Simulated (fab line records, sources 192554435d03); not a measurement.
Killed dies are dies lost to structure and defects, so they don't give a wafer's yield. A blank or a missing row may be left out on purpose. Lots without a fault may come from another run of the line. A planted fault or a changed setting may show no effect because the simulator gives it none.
One fault seen from 3 desks | flow n5_finfet | each desk has only its own numbers; what lay behind them comes last

THE DEFECT DESK
What the inspections along the route counted, lot by lot: means of the sampled wafers that have a number. A lot is out of limits, marked OUT, if its mean lies more than 4 standard deviations from the usual mean; the brackets give that distance.
Columns: A = raw_defect_count at N5_HKMG_FIN_INSPECT_61, usual 2
lot  | first seen here | A
L424 | day 4 04:06     | 1
L425 | day 4 08:41     | 2
L431 | day 5 19:16     | 3
L432 | day 6 04:58     | 2
L439 | day 7 17:37     | 2
L444 | day 8 23:35     | 2
This desk's finding: nothing out of limits on any of the 6 lots.

THE TOOL OWNER'S DESK: ald_metal-04
The tool's own readings at N5_HKMG_FIN_ALD_79 (deposits TiN, target thk 1.5 nm, pulse time 1 s, purge time 3 s): means of the sampled wafers that have a number, for each lot that ran on this tool. A lot is out of limits, marked OUT, if its mean lies more than 4 standard deviations from the usual mean; the brackets give that distance.
Columns: A = heater_power_outer_w at N5_HKMG_FIN_ALD_79, usual 548 W; B = heater_power_w at N5_HKMG_FIN_ALD_79, usual 899 W; C = precursor_pulse_height_rel at N5_HKMG_FIN_ALD_79, usual 1.002
lot  | first seen here | A   | B   | C
L424 | day 4 05:32     | 563 | 954 | 0.982
L431 | day 5 20:41     | 544 | 921 | 1.010
L432 | day 6 06:22     | 547 | 941 | 1.004
L444 | day 9 01:32     | 571 | 947 | 0.994
This desk's finding: nothing out of limits on any of the 4 lots.

THE METROLOGY DESK
What the gauges read, lot by lot, whatever tool the lot ran on: means of the sampled wafers that have a number. A lot is out of limits, marked OUT, if its mean lies more than 4 standard deviations from the usual mean; the brackets give that distance. Of its 10 readings 7 are shown: those that lie furthest out on some lot.
Columns: A = DIBL_N at N5_BEOL_M4_RC_MEAS_101, usual 35.9 mV/V; B = IOFF_N at N5_BEOL_M4_RC_MEAS_101, usual 0.155 nA/um; C = IOFF_P at N5_BEOL_M4_RC_MEAS_101, usual 0.201 nA/um; D = ION_N at N5_BEOL_M4_RC_MEAS_101, usual 672 uA/um; E = ION_P at N5_BEOL_M4_RC_MEAS_101, usual 460 uA/um; F = VT_N at N5_BEOL_M4_RC_MEAS_101, usual 250.0 mV; G = VT_P at N5_BEOL_M4_RC_MEAS_101, usual -251.6 mV
lot  | first seen here | A    | B     | C     | D   | E   | F     | G
L424 | day 8 01:55     | 35.5 | 0.147 | 0.203 | 674 | 465 | 249.3 | -251.3
L425 | day 8 05:06     | 36.1 | 0.162 | 0.226 | 671 | 465 | 249.8 | -247.2
L431 | day 10 01:04    | 35.4 | 0.147 | 0.160 | 663 | 445 | 251.9 | -256.2
L432 | day 10 08:20    | 37.4 | 0.187 | 0.198 | 673 | 453 | 245.1 | -252.7
L439 | day 12 10:20    | 36.0 | 0.151 | 0.230 | 670 | 465 | 250.8 | -247.5
L444 | day 12 22:38    | 38.2 | 0.185 | 0.231 | 687 | 465 | 248.1 | -250.5
This desk's finding: nothing out of limits on any of the 6 lots.

PUT TOGETHER
The defect desk saw nothing out of limits.
The tool owner's desk saw nothing out of limits.
The metrology desk saw nothing out of limits.

WHAT THE SIMULATOR HAD PUT IN
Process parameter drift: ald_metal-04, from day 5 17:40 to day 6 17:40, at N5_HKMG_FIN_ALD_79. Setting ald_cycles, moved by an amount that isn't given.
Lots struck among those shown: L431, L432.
